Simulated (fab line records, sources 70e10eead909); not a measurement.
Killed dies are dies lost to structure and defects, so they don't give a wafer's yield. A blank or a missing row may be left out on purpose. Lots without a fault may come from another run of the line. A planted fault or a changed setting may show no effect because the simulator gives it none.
fab line records | flow nand_harc
record lots=6 wafers=14 last_day=33
route steps=1302 shown A_STAIRCASE@826 A_SGD_CUT@890 END@1302
lots that met no fault: from a run of the same line without faults
start_h: hours from the record's first day to the start of the lot's first wafer shown | wait_h: hours since the lot's step before | " the same as in the row above | L1.1+2: a row that stands for several wafers | - no value, or no start given | * or withheld: withheld | < > ~ a bound
route shown NAME@n: a module of which the file shows steps, and the number in the route of the first | usual: mean/standard deviation of fault-free wafers | same: alike in all rows | chamber/n: place in a boat | sites: the reading at each site | _std_site: their standard deviation | _edge_site: outer sites' mean less inner sites' | radius_mm: how far each site lies from the wafer's centre | mask NAME#n: copy n | behind: the tool/chamber that last shaped the wafer | hold: why the lot was held/for how many hours/how that ended | device: the transistor (n, p or np) that didn't switch | end of line: the same wafers' tests at the end of the route | a step without rows: its recipe alone | killed: dies lost to structure and defects at the first sort, not the wafer's yield | map: a wafer's dies, x killed, . not, _ none there
set.NAME: the setting as run; set.NAME@STEP: as run at that earlier step | model.NAME: the simulator's own value behind a step, which no gauge read
lots at some steps of the route; a table a step, a row a wafer
services: from which hour (start_h, from the record's first day; less than 0 if before it) a tool's chamber was out of use, for how many hours, and why
## steps
# step NHARC_A_STAIRCASE_PEB_308
# recipe peb_temp_c=115 peb_time_s=130
# step NHARC_A_STAIRCASE_DEVELOP_309
# recipe time_s=140
# step NHARC_A_STAIRCASE_HARDBAKE_311
# recipe temp_c=120 time_s=140
# step NHARC_A_STAIRCASE_DESCUM_312
# recipe time_s=3 o2_flow_sccm=200 ar_flow_sccm=0 bias_power_w=0 chemistry=O2
# usual drypump_motor_current_A=5.8/0.46 oes_product_au=0.992/0.013 rf_vpp_V=57.9/0.92 showerhead_plenum_p_Torr=1.91/0.11 throttle_valve_pct=11.311/0.0092
# same time_s=3
# columns lot.wafer tool chamber start_h wait_h drypump_motor_current_A oes_product_au rf_hours_counter_h rf_vpp_V showerhead_plenum_p_Torr throttle_valve_pct
L705.4 rie_diel-04 0 423.81 - 5.7 0.988 20 58.3 1.86 11.310
L705.3 " 1 " " 5.7 1.003 19 57.3 1.79 11.310
L705.1 " 2 " " 6.0 0.990 20 58.9 2.07 11.322
L711.2 rie_diel-06 2 493.45 - 5.2 0.980 0 57.2 2.06 11.322
L711.1 " 0 " " 5.8 1.001 0 57.7 1.97 11.310
L711.6 " 2 " " 5.2 0.991 - 57.7 2.06 11.300
L714.2 rie_diel-06 0 529.88 - 5.8 1.006 12 58.9 1.96 11.330
L714.5 " 1 " " 6.8 0.992 - 58.3 2.04 11.308
L714.6 " 2 " " 5.3 1.001 - 58.5 2.06 11.306
L720.1 rie_diel-01 0 576.43 - 5.0 1.005 7 58.1 1.87 11.311
L719.4 rie_diel-04 2 577.53 - 6.0 0.971 11 58.5 2.05 11.327
L719.3 " 3 " " 6.2 1.018 12 57.5 2.07 11.316
L719.6 " 3 " " 6.3 1.009 - 58.5 2.07 11.316
L723.3 rie_diel-04 3 601.51 - 6.2 1.012 17 57.7 2.07 11.308
# step NHARC_A_STAIRCASE_ETCH_313
# recipe cf4_flow_sccm=100 chf3_flow_sccm=30 ar_flow_sccm=0 rf_w=500 bias_w=200 chemistry=CF4/CHF3
# step NHARC_A_STAIRCASE_HM_OPEN_463
# recipe o2_flow_sccm=400 cos_flow_sccm=20 ar_flow_sccm=0 rf_w=500 bias_w=300 chemistry=O2/COS
# step NHARC_A_STAIRCASE_STRIP_464
# recipe o2_flow_sccm=400 cos_flow_sccm=20 ar_flow_sccm=0 bias_w=0 chemistry=O2/COS
# step NHARC_A_STAIRCASE_ETCH_453
# recipe target_depth_a=300 overetch_a=30 time_s=16.5 ion_energy_ev=100 cf4_flow_sccm=80 o2_flow_sccm=20 ar_flow_sccm=0 rf_w=300 bias_w=100 chemistry=CF4/O2
# step NHARC_A_STAIRCASE_ETCH_315
# recipe target_depth_a=25000 time_s=607.1 ion_energy_ev=800 c4f8_flow_sccm=80 o2_flow_sccm=60 ar_flow_sccm=withheld rf_w=600 bias_w=3000 chemistry=C4F8/O2/Ar
# step NHARC_A_STAIRCASE_STRIP_316
# recipe o2_flow_sccm=500 ar_flow_sccm=0 bias_w=0 chemistry=O2
# step NHARC_A_STAIRCASE_STRIP_317
# recipe time_s=900 temp_c=130 chemistry=SPM
# step NHARC_A_STAIRCASE_PRECLEAN_318
# recipe time_s=* temp_c=50 bath_age_min=0 chemistry=SC1
# usual nh4oh_flow_mL_min=28.30/0.085
# same time_s=*
# columns lot.wafer tool chamber start_h wait_h nh4oh_flow_mL_min
L705.3 wet_bench-06 2 425.33 - 28.37
L705.1 " 4 " " 28.11
L705.4 " 5 " " 28.24
L711.2 wet_bench-02 6 494.83 - 28.18
L711.6 " 1 " " 28.22
L711.1 " 2 " " 28.38
L714.2 wet_bench-02 4 531.24 - 28.32
L714.6 " 5 " " 28.29
L714.5 " 0 " " 28.25
L720.1 wet_bench-06 5 578.82 - 28.44
L719.4 wet_bench-02 5 580.05 - 28.35
L719.6 " 7 " " 28.22
L719.3 " 0 " " 28.42
L723.3 wet_bench-06 5 602.94 - 28.36
# step NHARC_A_STAIRCASE_SRD_329
# step NHARC_A_STAIRCASE_ALD_415
# recipe target_thk_a=300 pulse_time_s=6 ald_cycles=300 temp_c=300 material=SiO2
# usual heater_power_w=494/47 precursor_pulse_height_rel=0.998/0.021
# columns lot.wafer tool chamber start_h wait_h heater_power_w precursor_pulse_height_rel
L705.4 ald_hk-03 1 425.79 0.1 455 0.984
L705.3 " 3 " " 563 0.983
L705.1 " 0 " " 448 1.017
L711.2 ald_hk-03 0 495.30 0.1 439 1.010
L711.1 " 3 " " 578 1.008
L711.6 " 1 " " 454 1.023
L714.2 ald_hk-01 0 531.72 0.1 460 1.020
L714.6 " 0 " " 470 1.014
L714.5 " 1 " " 457 0.987
L720.1 ald_hk-01 3 579.73 0.5 519 0.990
L719.3 ald_hk-03 1 580.74 0.3 474 0.998
L719.4 " 3 " " 551 1.029
L719.6 " 1 " " 452 1.031
L723.3 ald_hk-01 1 603.87 0.5 451 1.011
# step NHARC_A_STAIRCASE_ETCHBACK_416
# recipe target_depth_a=360 time_s=7.2 c4f8_flow_sccm=withheld o2_flow_sccm=8 ar_flow_sccm=withheld rf_w=600 bias_w=800 chemistry=C4F8/O2/Ar
# usual oes_product_au=0.924/0.024 rf_vpp_V=723/5.2
# same time_s=7.2
# columns lot.wafer tool chamber start_h wait_h oes_product_au rf_hours_counter_h rf_vpp_V
L705.3 rie_diel-04 1 - - 0.935 20 718
L705.1 " 2 " " 0.921 21 732
L705.4 " 2 " " 0.914 - 731
L711.2 rie_diel-01 3 - - 0.938 33 718
L711.1 " 0 " " 0.922 35 722
L711.6 " 2 " " 0.925 - 720
L714.2 rie_diel-01 0 - - 0.926 46 722
L714.6 " 1 " " 0.905 - 726
L714.5 " 2 " " 0.920 - 719
L720.1 rie_diel-04 1 - - 0.918 12 716
L719.4 rie_diel-04 2 - - 0.899 14 728
L719.3 " 0 " " 0.926 12 719
L719.6 " 1 " " 0.913 - 717
L723.3 rie_diel-06 0 - - 0.921 38 725
# step NHARC_A_STAIRCASE_STRIP_476
# recipe time_s=20 o2_flow_sccm=500 ar_flow_sccm=0 bias_w=0 chemistry=O2
# step NHARC_A_STAIRCASE_DEP_417
# recipe target_thk_a=600 step_coverage_pct=20 temp_c=400 target_thk_nm=60 flow_sccm=200 rf_w=450 material=Si3N4
# step NHARC_A_STAIRCASE_WET_418
# recipe temp_c=160 target_depth_a=200 chemistry=H3PO4
# step NHARC_A_STAIRCASE_PRECLEAN_419
# recipe time_s=* temp_c=50 bath_age_min=0 chemistry=SC1
# step NHARC_A_STAIRCASE_SRD_421
# step NHARC_A_STAIRCASE_ALD_420
# recipe target_thk_a=200 pulse_time_s=6 ald_cycles=200 temp_c=300 material=SiO2
# step NHARC_A_STAIRCASE_CVD_552
# recipe target_thk_a=400 temp_c=700 pressure_mtorr=300 material=SiNx
# step NHARC_A_STAIRCASE_DEP_151
# recipe target_thk_a=72000 temp_c=400 target_thk_nm=7200 teos_flow_sccm=200 rf_w=500 material=SiO2
# usual heater_power_w=657/140 mfc_precursor_sccm=200.0/0.56
# columns lot.wafer tool chamber start_h wait_h heater_power_w mfc_precursor_sccm
L705.1 pecvd-02 0 439.05 0.5 833 199.0
L705.3 " 1 " " 764 199.9
L705.4 " 2 " " 606 200.1
L711.1 pecvd-02 0 508.44 0.4 815 200.8
L711.2 " 1 " " 741 199.1
L711.6 " 1 " " 597 199.7
L714.2 pecvd-02 1 545.10 0.5 651 200.3
L714.5 " 1 " " 607 199.4
L714.6 " 2 " " 612 200.3
L720.1 pecvd-04 1 593.36 0.4 986 199.1
L719.3 pecvd-01 2 593.88 0.9 428 199.6
L719.4 " 1 " " 614 199.8
L719.6 " 1 " " 616 199.9
L723.3 pecvd-01 1 616.70 0.5 729 200.2
# step NHARC_A_STAIRCASE_ANNEAL_320
# recipe temp_c=750 time_s=1800
# step NHARC_A_STAIRCASE_DEP_322
# recipe target_thk_a=72000 temp_c=400 target_thk_nm=7200 teos_flow_sccm=200 rf_w=500 material=SiO2
# usual heater_power_w=652/130 mfc_precursor_sccm=200.0/0.62
# columns lot.wafer tool chamber start_h wait_h heater_power_w mfc_precursor_sccm
L705.3 pecvd-01 0 448.80 0.2 665 200.0
L705.1 " 1 " " 642 199.8
L705.4 " 1 " " 655 199.9
L711.2 pecvd-01 2 516.42 0.2 487 199.5
L711.1 " 0 " " 709 199.7
L711.6 " 2 " " 444 199.5
L714.2 pecvd-04 2 552.44 0.2 535 200.3
L714.6 " 1 " " 842 199.3
L714.5 " 2 " " 454 200.7
L719.3 pecvd-04 0 602.24 0.1 685 199.9
L719.4 " 0 " " 634 199.4
L719.6 " 1 " " 833 200.3
L720.1 pecvd-02 2 602.30 0.2 773 200.8
L723.3 pecvd-01 1 625.10 0.2 763 201.0
# step NHARC_A_STAIRCASE_ANNEAL_323
# recipe temp_c=750 time_s=1800
# step NHARC_A_STAIRCASE_DEP_325
# recipe target_thk_a=72000 temp_c=400 target_thk_nm=7200 teos_flow_sccm=200 rf_w=500 material=SiO2
# step NHARC_A_STAIRCASE_ANNEAL_326
# recipe temp_c=750 time_s=1800
# step NHARC_A_STAIRCASE_DEHYDRATE_433
# recipe temp_c=150 time_s=120
# step NHARC_A_STAIRCASE_HMDS_434
# recipe time_s=30
# step NHARC_A_STAIRCASE_COAT_435
# recipe spin_rpm=1200
# step NHARC_A_STAIRCASE_SOFTBAKE_436
# recipe temp_c=135 time_s=170
# step NHARC_A_STAIRCASE_EBR_437
# step NHARC_A_STAIRCASE_EXPOSE_438
# recipe na=0.5 dose_mj=28.97 mask_id=STAIR_REV
# step NHARC_A_STAIRCASE_PEB_439
# recipe peb_temp_c=115 peb_time_s=130
# step NHARC_A_STAIRCASE_DEVELOP_440
# recipe time_s=140
# step NHARC_A_SGD_CUT_DEP_00
# recipe target_thk_a=500 temp_c=400 target_thk_nm=50 flow_sccm=200 rf_w=450 material=SiNx
# usual heater_power_w=699/110
# columns lot.wafer tool chamber start_h wait_h hold heater_power_w
L705.1 pecvd-01 2 480.64 0.2 - 512
L705.3 " 0 " " - 780
L705.4 " 2 " " - 529
L711.1 pecvd-03 1 539.55 0.1 - 604
L711.2 " 2 " " - 755
L711.6 " 0 " " - 679
L714.2 pecvd-03 2 574.59 0.1 - 869
L714.5 " 0 " " - 631
L714.6 " 1 " " - 644
L720.1 pecvd-03 1 629.73 3.2 await_dispo/3.1h/release 600
L719.3 pecvd-03 1 631.76 0.1 - 611
L719.6 " 1 " " - 623
L719.4 " 2 " " - 926
L723.3 pecvd-01 0 653.07 2.8 await_dispo/2.7h/release 700
# step NHARC_END_SORT_01
# recipe temp_c=25
# usual killed_at_array=47/18 killed_at_other=0.9/1.1 killed_at_periphery=4/3.1 killed_dies=52/18 killed_open=3.1/1.5 killed_short=2.4/1.5
# same gross_dies=677
# columns lot.wafer tool chamber start_h wait_h killed_at_array killed_at_other killed_at_periphery killed_dies killed_open killed_short
L720.1 prober-01 0 781.56 2.5 140 2 0 142 0 1
L723.3 prober-01 0 803.64 3.1 128 0 5 133 1 1
# killed by level:class
L720.1 A_STAIRCASE:unspecified=98 A_CHANNEL_HOLE_D2:chamber_film_flake=19 A_CHANNEL_HOLE_D1:chamber_film_flake=7 A_STAIRCASE:chamber_film_flake=5 A_WL_FILL:chamber_film_flake=4 A_CONTACT:chamber_film_flake=2 A_SLIT:chamber_film_flake=2 A_M0:chamber_film_flake=2
L723.3 A_STAIRCASE:unspecified=96 A_CHANNEL_HOLE_D2:chamber_film_flake=15 A_CHANNEL_HOLE_D1:chamber_film_flake=8 A_SLIT:chamber_film_flake=4 P_M2:chamber_film_flake=3 A_CONTACT:chamber_film_flake=3 P_CONTACT:geometric_particle:open=1 A_CHANNEL_HOLE_D1:geometric_particle:short=1
# map L720.1 (x killed, . not)
____________.____________
_________....x.._________
_______..........._______
______.............______
_____..............._____
____.........x.x.....____
____.................____
___......x............___
___.......x...........___
__...........x.........__
__..........x..........__
_......x.x.............._
_....x........xx........_
_......x................_
_.....xxx..x.x.........._
_...xxxxxx.............._
.....xxxxxx..............
...xxxxxxxxx.............
...xxxxxxxxx.............
..xxxxxxxxxxx............
..xxxxxxxxxx.............
_..xxxxxxxx............._
_...xxxxxxx............._
_...xxxxxxxxx..........._
_..xxxxxxxxx............_
_...xxxxxx..........x..._
__....x.x.x........xxx.__
__x.x.x...............x__
___...................___
___.x..........x......___
____..x..xx........x.____
____..xxx...........x____
_____xxxxx.........._____
______xxxx.........______
_______xxx........_______
_________x......_________
____________.____________
# map L723.3 (x killed, . not)
____________.____________
_________......._________
_______..........._______
______.............______
_____..............._____
____.................____
____.................____
___...................___
___...................___
__.....................__
__.....................__
_......................._
_......................._
_....x.x.x.............._
_....xxx..x............._
_.x.xxxxx..............._
...xxxxxxx...............
..xxxxxxxxxx.............
...xxxxxxxxx.............
...xxxxxxxxx.........x...
...xxxxxxxxx.x...........
_..x.xxxxxx............._
_.xxxxxxxxx............._
_.xxxxxxxxx...........x._
_..xxxxxxx.............._
_.xx.xxxxx........x.x.x._
__x...x.x.....x...x.xx.__
__..xx.x...........xxxx__
___x..............xxx.___
___..x............xxxx___
____...............xx____
____x..............xx____
_____x............x._____
______..x..........______
_______..........._______
_________......._________
____________.____________
## services
# columns tool chamber start_h hours kind
pecvd-02 - 408.20 13.0 pm
wet_bench-02 - 420.00 8.0 pm
rie_diel-04 3 427.19 12.8 repair
pecvd-01 2 428.98 7.1 repair
pecvd-04 - 450.26 13.0 pm
pecvd-04 - 467.11 1.7 repair
pecvd-03 1 472.82 5.9 repair
rie_diel-06 - 484.32 9.0 pm
pecvd-01 - 492.04 13.0 pm
pecvd-04 - 495.41 0.8 repair
rie_diel-04 2 498.99 9.0 repair
wet_bench-02 - 509.61 2.3 repair
pecvd-03 2 520.21 4.9 repair
rie_diel-04 - 533.69 9.0 pm
pecvd-03 - 547.13 13.0 pm
rie_diel-01 - 558.16 9.0 pm
ald_hk-03 - 569.46 10.0 pm
pecvd-04 2 581.28 10.2 repair
pecvd-02 - 589.20 13.0 pm
wet_bench-02 - 596.00 8.0 pm
rie_diel-04 2 602.32 5.3 repair
ald_hk-03 - 606.78 1.1 repair
pecvd-02 - 609.10 0.8 repair
pecvd-03 0 613.93 14.7 repair
## key
first_sign step=NHARC_END_SORT_01 reading=killed_at_array direction=up sigmas=4.9 usual=47 struck=134
effect step=NHARC_END_SORT_01 reading=killed_dies direction=up sigmas=4.7 usual=52 struck=138
more_kills_born_at NHARC_A_STAIRCASE_PRECLEAN_318@wet_bench-06=194
met_at NHARC_A_STAIRCASE_PRECLEAN_318
struck_wafers L720.1,L723.3
tester_left_out L720,L723
onset_between 425.33 578.82
also_fits NHARC_A_STAIRCASE_ALD_415:ald_hk-01
fault kind=chamber_particle_source tool=wet_bench-06 chamber=5 onset_h=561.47 steps=NHARC_A_STAIRCASE_PRECLEAN_318 rate_per_visit_cm2=1.3687 end_h=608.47
# tester_left_out: of these lots the tester's yield and bins aren't shown, on N5 and GAA mostly nor the transistor test; their killed dies are dies lost to structure and defects alone, not to doping, threshold or leakage, so they don't give the yield
